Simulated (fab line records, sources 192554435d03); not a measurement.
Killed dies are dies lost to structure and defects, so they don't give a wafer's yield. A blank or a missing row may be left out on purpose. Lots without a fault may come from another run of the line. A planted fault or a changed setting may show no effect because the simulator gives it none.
fab line records | flow n5_finfet
record lots=3 wafers=9 last_day=17
route steps=1938 shown MOL_CONTACT_COAG@523 BEOL_M4@1111
lots that met no fault: from a run of the same line without faults
start_h: hours from the record's first day to the start of the lot's first wafer shown | wait_h: hours since the lot's step before | " the same as in the row above | L1.1+2: a row that stands for several wafers | - no value, or no start given | * or withheld: withheld | < > ~ a bound
route shown NAME@n: a module of which the file shows steps, and the number in the route of the first | usual: mean/standard deviation of fault-free wafers | same: alike in all rows | chamber/n: place in a boat | sites: the reading at each site | _std_site: their standard deviation | _edge_site: outer sites' mean less inner sites' | radius_mm: how far each site lies from the wafer's centre | mask NAME#n: copy n | behind: the tool/chamber that last shaped the wafer | hold: why the lot was held/for how many hours/how that ended | device: the transistor (n, p or np) that didn't switch | end of line: the same wafers' tests at the end of the route | a step without rows: its recipe alone | killed: dies lost to structure and defects at the first sort, not the wafer's yield | map: a wafer's dies, x killed, . not, _ none there
set.NAME: the setting as run; set.NAME@STEP: as run at that earlier step | model.NAME: the simulator's own value behind a step, which no gauge read
lots at some steps of the route; a table a step, a row a wafer
services: from which hour (start_h, from the record's first day; less than 0 if before it) a tool's chamber was out of use, for how many hours, and why
## steps
# step N5_MOL_CONTACT_COAG_EXPOSE_05
# recipe mask_id=CA na=0.33 source_shape=annular sigma_inner=0.4 sigma_outer=0.8 polarization=unpolarized defocus_nm=0 dose_mj=38.25
# step N5_MOL_CONTACT_COAG_PEB_06
# recipe peb_temp_c=100 peb_time_s=60 resist=CAR-EUV
# step N5_MOL_CONTACT_COAG_DEVELOP_07
# recipe develop_time_s=30 developer=TMAH resist=CAR-EUV rinse_liquid=surfactant_rinse dry=air_spin dev_temp_c=23
# step N5_MOL_CONTACT_COAG_DESCUM_13
# recipe chemistry=O2 time_s=7 source_power_w=50 bias_power_w=20 pressure_mtorr=20 rf_frequency_hz=2.712e+07 temp_c=40 resist=CAR-EUV o2_flow_sccm=225
# step N5_MOL_CONTACT_COAG_ETCH_59
# recipe chemistry=N2/H2 target=underlayer target_depth_a=130 mask_material=CAR-EUV time_s=10.4 ion_energy_ev=200 pressure_mtorr=30 source_w=840 bias_w=150 n2_flow_sccm=200 h2_flow_sccm=200 ends=cleared
# step N5_MOL_CONTACT_COAG_ETCH_105
# recipe chemistry=CF4 target=SiARC target_depth_a=156 mask_material=CAR-EUV time_s=26 ion_energy_ev=80 pressure_mtorr=40 source_w=545 bias_w=36 Ar_flow_sccm=100 cf4_flow_sccm=100 ends=cleared
# step N5_MOL_CONTACT_COAG_ETCH_106
# recipe chemistry=N2/H2 target=SOC target_depth_a=800 overetch_a=160 mask_material=SiARC temp_c=40 time_s=120 ion_energy_ev=200 pressure_mtorr=30 source_w=840 bias_w=150 n2_flow_sccm=200 h2_flow_sccm=200
# step N5_MOL_CONTACT_COAG_STRIP_107
# recipe chemistry=N2/H2 temp_c=40 n2_flow_sccm=200 h2_flow_sccm=200 rf_frequency_hz=6e+07
# step N5_MOL_CONTACT_COAG_STRIP_108
# recipe chemistry=N2/H2 temp_c=40 n2_flow_sccm=200 h2_flow_sccm=200 rf_frequency_hz=6e+07
# step N5_MOL_CONTACT_COAG_CONTACT_ETCH_14
# recipe chemistry=C4F6/O2 target=SiO2 target_depth_a=275 overetch_a=85 mask_material=SOC pressure_mtorr=30 source_w=370 bias_w=185 Ar_flow_sccm=300 C4F6_flow_sccm=16 O2_flow_sccm=10 time_s=20 ion_energy_ev=259.6
# usual chamber_pressure_mTorr=29.998/0.027 drypump_motor_current_A=5.8/0.45 oes_ar_750_au=0.74/0.065 oes_f_703_au=0.74/0.057 oes_product_au=0.63/0.06 rf_fwd_power_W=364.0/2.3 rf_vpp_V=693.1/2.8 showerhead_plenum_p_Torr=2.90/0.086 throttle_valve_pct=21.30/0.2
# columns lot.wafer tool chamber start_h wait_h chamber_pressure_mTorr drypump_motor_current_A oes_ar_750_au oes_f_703_au oes_product_au rf_fwd_power_W rf_hours_counter_h rf_vpp_V showerhead_plenum_p_Torr throttle_valve_pct model.SOC_of_MOL_CONTACT_COAG_COAT_103.thk_nm
L383.1 rie_diel-02 1 137.88 0.0 30.003 5.4 0.73 0.71 0.63 361.6 169 695.9 3.02 21.23 78.4
L383.4 " 3 " " 29.976 5.9 0.87 0.86 0.74 364.4 34 691.8 2.80 21.26 78.2
L383.6 " 1 " " 29.983 5.4 0.73 0.72 0.64 361.8 - 697.2 3.01 21.24 78.6
L394.2 rie_diel-02 0 205.06 0.0 29.967 6.3 0.65 0.52 0.63 276.8 157 741.3 2.66 21.40 78.8
L394.3 " 3 " " 30.045 6.0 0.83 0.84 0.71 366.5 58 687.9 2.79 21.29 78.6
L394.6 " 1 " " 29.969 5.4 0.72 0.69 0.62 361.8 - 696.6 3.00 21.26 78.6
L395.2 rie_diel-05 1 213.71 0.0 30.024 5.1 0.71 0.73 0.59 364.9 227 696.4 2.96 21.54 78.6
L395.3 " 2 " " 30.002 5.5 0.88 0.84 0.76 363.9 29 690.7 2.82 20.99 79
L395.4 " 0 " " 29.997 5.8 0.71 0.72 0.60 366.5 233 694.0 2.95 21.19 79
# step N5_MOL_CONTACT_COAG_STRIP_109
# recipe chemistry=C4F6/O2 resist=SiARC rf_frequency_hz=6e+07
# step N5_MOL_CONTACT_COAG_ETCH_15
# recipe chemistry=CH3F/O2 target=SiNx target_depth_a=70 mask_material=SOC stop_on=Si:P over_etch_frac=0.75 ion_energy_ev=120 pressure_mtorr=30 source_w=395 bias_w=73 Ar_flow_sccm=150 CH3F_flow_sccm=30 O2_flow_sccm=20
# step N5_MOL_CONTACT_COAG_ETCH_110
# recipe chemistry=CF4/O2 target=Si target_depth_a=25 time_s=8 pressure_mtorr=100 source_w=200 bias_w=12 ion_energy_ev=60 Ar_flow_sccm=100 cf4_flow_sccm=100 O2_flow_sccm=10
# usual chamber_pressure_mTorr=100.00/0.094 drypump_motor_current_A=5.8/0.45 oes_ar_750_au=0.75/0.065 oes_f_703_au=0.75/0.059 oes_product_au=0.74/0.07 rf_fwd_power_W=198.2/0.9 rf_vpp_V=127.6/2.8 showerhead_plenum_p_Torr=2.23/0.063 throttle_valve_pct=10.84/0.24
# columns lot.wafer tool chamber start_h wait_h chamber_pressure_mTorr drypump_motor_current_A oes_ar_750_au oes_f_703_au oes_product_au rf_fwd_power_W rf_hours_counter_h rf_vpp_V showerhead_plenum_p_Torr throttle_valve_pct model.SOC_of_MOL_CONTACT_COAG_COAT_103.thk_nm
L383.1 rie_diel-02 1 137.97 0.0 100.05 5.4 0.74 0.71 0.74 197.9 169 130.4 2.31 10.70 73.6
L383.4 " 3 " " 100.01 5.9 0.87 0.88 0.88 198.1 34 126.0 2.16 10.58 73.4
L383.6 " 1 " " 99.90 5.4 0.74 0.72 0.74 197.7 - 128.7 2.31 10.68 73.8
L394.2 rie_diel-02 0 205.16 0.0 99.89 6.4 0.75 0.76 0.75 198.0 157 128.6 2.04 10.87 73.8
L394.3 " 3 " " 99.79 5.9 0.84 0.84 0.84 199.0 58 126.3 2.16 10.64 73.6
L394.6 " 1 " " 100.07 5.4 0.72 0.71 0.72 197.2 - 130.6 2.30 10.77 73.8
L395.2 rie_diel-05 1 213.81 0.0 100.01 5.1 0.72 0.73 0.70 198.4 227 126.7 2.28 11.13 73.8
L395.3 " 2 " " 100.05 5.5 0.88 0.85 0.89 197.4 29 131.9 2.18 10.32 74.2
L395.4 " 0 " " 99.93 5.7 0.70 0.72 0.70 199.3 233 127.7 2.28 10.84 74
# step N5_MOL_CONTACT_COAG_STRIP_98
# recipe chemistry=N2/H2 power_w=500 temp_c=40 pressure_mtorr=50 rf_frequency_hz=6e+07 overash_fraction=0.3 bias_power_w=8 h2_frac=0.5 n2_flow_sccm=300 h2_flow_sccm=300
# step N5_MOL_CONTACT_COAG_IMPLANT_129
# recipe species=Ge energy_kev=3 dose_cm2=6e+14 tilt_deg=0 rotation_deg=0
# step N5_MOL_CONTACT_COAG_PRECLEAN_111
# recipe chemistry=NF3:NH3 afs_cycles=1 temp_c=30 time_s=20 sublimation_temp_c=180 sublimation_time_s=60 pressure_torr=3 rf_power_w=30
# step N5_MOL_CONTACT_COAG_TI_SIL_19
# recipe material=Ti target_thk_a=42 temp_c=200 chamber_pressure_pa=5 power_w=5000 time_s=15
# step N5_MOL_CONTACT_COAG_ALD_20
# recipe material=TiN target_thk_a=15 temp_c=400 ald_precursor_family=TiCl4 ald_co_reactant=NH3 pulse_time_s=1 purge_time_s=3 co_reactant_purge_time_s=2 co_reactant_pulse_time_s=2 ald_cycles=68 pressure_torr=3
# step N5_MOL_CONTACT_COAG_SIL_ANNEAL_21
# recipe temp_c=550 time_s=60 ambient=N2
# step N5_MOL_CONTACT_COAG_PRE_CLEAN_141
# recipe gas=H2/He time_s=60 temp_c=300
# step N5_MOL_CONTACT_COAG_SPUTTER_143
# recipe material=Co target_thk_a=25 temp_c=25 chamber_pressure_pa=0.2
# step N5_MOL_CONTACT_COAG_CO_FILL_22
# recipe material=Co target_thk_a=200 temp_c=200 precursor=CCTBA/H2 pressure_torr=30
# step N5_MOL_CONTACT_COAG_ANNEAL_113
# recipe temp_c=400 time_s=300 ambient=H2/N2
# step N5_MOL_CONTACT_COAG_PRE_CLEAN_142
# recipe gas=H2/He time_s=60 temp_c=300
# step N5_MOL_CONTACT_COAG_SPUTTER_130
# recipe material=Co target_thk_a=475 temp_c=25 chamber_pressure_pa=0.5 power_w=3000
# step N5_MOL_CONTACT_COAG_PRECLEAN_125
# recipe chemistry=DIW time_s=57.5 temp_c=23
# step N5_MOL_CONTACT_COAG_SRD_126
# recipe dry_time_s=32 dry=n2_spin spin_rpm=1500
# step N5_MOL_CONTACT_COAG_CMP_23
# recipe stop_on=SiO2 t_overpolish_s=1.5 post_cmp_clean=cu_alkaline down_force_psi=2 platen_rpm=50.289 pad_velocity_m_s=1.0006 target_thk_nm=0
# step N5_MOL_CONTACT_COAG_WET_ETCH_26
# recipe target=Co target_depth_nm=13
# step N5_MOL_CONTACT_COAG_WET_ETCH_116
# recipe chemistry=SC1-inhibited target_depth_nm=4.6 dry=ipa_marangoni rinse_time_s=30 rinse_temp_c=23
# step N5_MOL_CONTACT_COAG_ALD_27
# recipe material=SiOC target_thk_a=170 temp_c=400 ald_precursor_family=carbosiloxane ald_co_reactant=H2-plasma pulse_time_s=1.5 time_s=2720 purge_time_s=2 co_reactant_purge_time_s=2 ald_cycles=340 pressure_torr=2
# step N5_MOL_CONTACT_COAG_CMP_28
# recipe stop_on=SiNx t_overpolish_s=0.85 post_cmp_clean=alkaline_brush down_force_psi=4.15 platen_rpm=51.8 pad_velocity_m_s=1.0307 target_thk_nm=14.522
# step N5_MOL_CONTACT_COAG_ALD_123
# recipe material=SiNx target_thk_a=50 temp_c=400 ald_precursor_family=SiH2I2 ald_co_reactant=N2/H2-plasma pulse_time_s=1 purge_time_s=2 co_reactant_purge_time_s=2 ald_cycles=100 pressure_torr=2
# step N5_MOL_CONTACT_COAG_PECVD_31
# recipe material=SiO2 target_thk_a=460 temp_c=400 precursor=TEOS/O2 pressure_torr=6.5 rf_w=withheld teos_flow_sccm=withheld gas=O2 flow_sccm=2650 time_s=8.9
# step N5_MOL_CONTACT_COAG_COAT_75
# recipe resist=SOC temp_c=250 time_s=60 spin_rpm=1500 resist_thk_nm=60
# step N5_BEOL_M4_RC_MEAS_101
# usual DIBL_N=35.9/1.8 DIBL_P=36.2/2 IOFF_N=0.16/0.031 IOFF_P=0.22/0.041 ION_N=676/11 ION_P=465/8.5 RC_DENSE_N=19.1/0.41 RC_DENSE_P=23.8/0.54 RC_N=15.5/0.33 RC_P=19.4/0.43 REXT_N=75.2/1.8 REXT_P=100.7/1.8 SS_N=71.4/0.64 SS_P=73.2/0.7 VT_N=250/3.5 VT_P=-250/3.9
# columns lot.wafer tool chamber start_h wait_h DIBL_N[mV/V] DIBL_P[mV/V] IOFF_N[nA/um] IOFF_P[nA/um] ION_N[uA/um] ION_P[uA/um] RC_DENSE_N[ohm.um] RC_DENSE_P[ohm.um] RC_N[ohm.um] RC_P[ohm.um] REXT_N[ohm.um] REXT_P[ohm.um] SS_N[mV/dec] SS_P[mV/dec] VT_N[mV] VT_P[mV]
L383.1 prober-01 0 231.46 0.0 35.3 37.8 0.16 0.23 678 465 18.7 23.5 15.5 19.1 78.0 100.5 71.3 73.5 249 -250
L383.4 " 0 " " 33.5 35.2 0.13 0.19 668 460 19.1 23.9 15.5 19.3 78.2 100.3 70.8 72.2 251 -251
L383.6 " 0 " " 33.8 35.7 0.12 0.19 667 463 19.5 24.2 15.8 19.6 78.9 100.8 70.4 72.6 257 -252
L394.2 prober-01 0 290.82 0.2 35.4 36.4 0.14 0.21 656 455 29.7 36.7 24.1 29.8 83.8 108.5 72.2 72.8 253 -250
L394.3 " 0 " " 37.2 38.7 0.18 0.26 674 469 18.5 22.9 14.9 18.7 73.3 97.2 72.0 74.0 250 -249
L394.6 " 0 " " 37.8 38.9 0.17 0.27 671 467 19.1 23.5 15.3 19.4 74.9 97.7 71.5 73.6 250 -249
L395.2 prober-01 0 292.66 0.2 38.8 38.5 0.21 0.29 686 469 18.7 23.4 15.3 19.1 75.4 100.7 72.1 73.8 245 -246
L395.3 " 0 " " 38.7 39.1 0.20 0.29 689 475 19.3 24.0 15.5 19.4 75.8 101.1 71.7 73.7 247 -246
L395.4 " 0 " " 35.1 34.3 0.13 0.20 675 471 19.6 24.4 16.0 20.1 76.9 101.7 71.2 72.9 253 -250
## services
# columns tool chamber start_h hours kind
rie_diel-05 1 141.45 1.7 repair
rie_diel-02 2 188.84 - clean
rie_diel-02 2 188.84 - consumable_replace:focus_ring
rie_diel-02 2 188.84 16.3 scheduled_down
rie_diel-02 2 188.84 16.3 vent_cycle
## key
first_sign step=N5_MOL_CONTACT_COAG_CONTACT_ETCH_14 reading=rf_fwd_power_W direction=down sigmas=38 usual=* struck=*
effect step=N5_MOL_CONTACT_COAG_CONTACT_ETCH_14 reading=rf_vpp_V direction=up sigmas=17 usual=693.1 struck=741.3
effect step=N5_BEOL_M4_RC_MEAS_101 reading=RC_DENSE_N direction=up sigmas=26 usual=19.1 struck=29.7
effect step=N5_BEOL_M4_RC_MEAS_101 reading=RC_N direction=up sigmas=26 usual=15.5 struck=24.1
effect step=N5_BEOL_M4_RC_MEAS_101 reading=RC_P direction=up sigmas=24 usual=19.4 struck=29.8
effect step=N5_BEOL_M4_RC_MEAS_101 reading=RC_DENSE_P direction=up sigmas=24 usual=23.8 struck=36.7
effect step=N5_BEOL_M4_RC_MEAS_101 reading=REXT_N direction=up sigmas=4.7 usual=75.2 struck=83.8
effect step=N5_BEOL_M4_RC_MEAS_101 reading=REXT_P direction=up sigmas=4.4 usual=100.7 struck=108.5
model_effect step=N5_MOL_CONTACT_COAG_CONTACT_ETCH_14 value=SOC_of_MOL_CONTACT_COAG_COAT_103.thk_nm without=78.4 struck=78.8
model_effect step=N5_MOL_CONTACT_COAG_ETCH_110 value=SOC_of_MOL_CONTACT_COAG_COAT_103.thk_nm without=73.4 struck=73.8
met_at N5_MOL_CONTACT_COAG_CONTACT_ETCH_14
struck_wafers L394.2
fault kind=process_parameter_drift tool=rie_diel-02 chamber=0 onset_h=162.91 steps=N5_MOL_CONTACT_COAG_CONTACT_ETCH_14 channel=source_w offset=-88.8 shape=step end_h=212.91 acts_in=these_recipes_only stated=370
